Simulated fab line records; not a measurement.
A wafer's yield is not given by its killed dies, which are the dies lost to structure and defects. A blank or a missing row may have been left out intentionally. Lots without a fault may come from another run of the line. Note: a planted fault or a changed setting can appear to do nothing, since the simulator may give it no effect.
Chamber matching -- flow n5 finfet -- N5_BEOL_M4_ILD_DEP_00 on pecvd-03: 3 sister chambers
The step deposits SiOC from DEMS/O2, target thk 79 nm, time 15.3 s. 6 wafers are shown with their chamber, then 12 later ones without.

== EACH WAFER AND ITS CHAMBER ==
wafer,chamber,throttle valve pct (%),showerhead vpp V (V)
L082.3,1,12.8,1412
L087.4,2,11.8,1361
L087.6,0,11.3,1317
L088.3,1,12.7,1375
L088.5,0,11.6,1321
L088.6,2,12.3,1340

== WAFERS WITH NO CHAMBER GIVEN ==
wafer,throttle valve pct (%),showerhead vpp V (V)
L093.1,11.6,1328
L093.2,12.0,1315
L093.4,12.3,1331
L090.1,12.2,1336
L090.4,12.0,1342
L090.6,11.6,1327
L092.3,12.4,1335
L092.5,12.7,1414
L092.6,11.8,1318
L091.1,11.6,1322
L091.2,12.1,1343
L091.6,12.6,1395

== EACH ONE'S CHAMBER ==
wafer,from the rows above,in truth
L093.1,can't be placed: 0 or 2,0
L093.2,can't be placed: 2 or 0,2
L093.4,2,2
L090.1,2,2
L090.4,2,2
L090.6,can't be placed: 0 or 2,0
L092.3,can't be placed: 2 or 1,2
L092.5,1,1
L092.6,can't be placed: 0 or 2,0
L091.1,can't be placed: 0 or 2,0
L091.2,2,2
L091.6,1,1
Correctly placed: 6 of 12. These rows do not allow placing 6 (true chamber among the candidates in 6). 0 placed wrongly.
How it was worked out, from the rows above alone: a wafer's distance from a chamber is the root of the sum, over the readings, of the square of ((its reading less the chamber's mean) divided by the reading's scatter). The wafer belongs to the nearest chamber; if the next one is less than 2 further off, it can't be placed. Each chamber's mean is taken over the wafers shown for it. How the scatter is found: for the shown wafers, subtract from each reading the mean of its chamber, square and add these, divide the total by (wafers less chambers), then take the root.
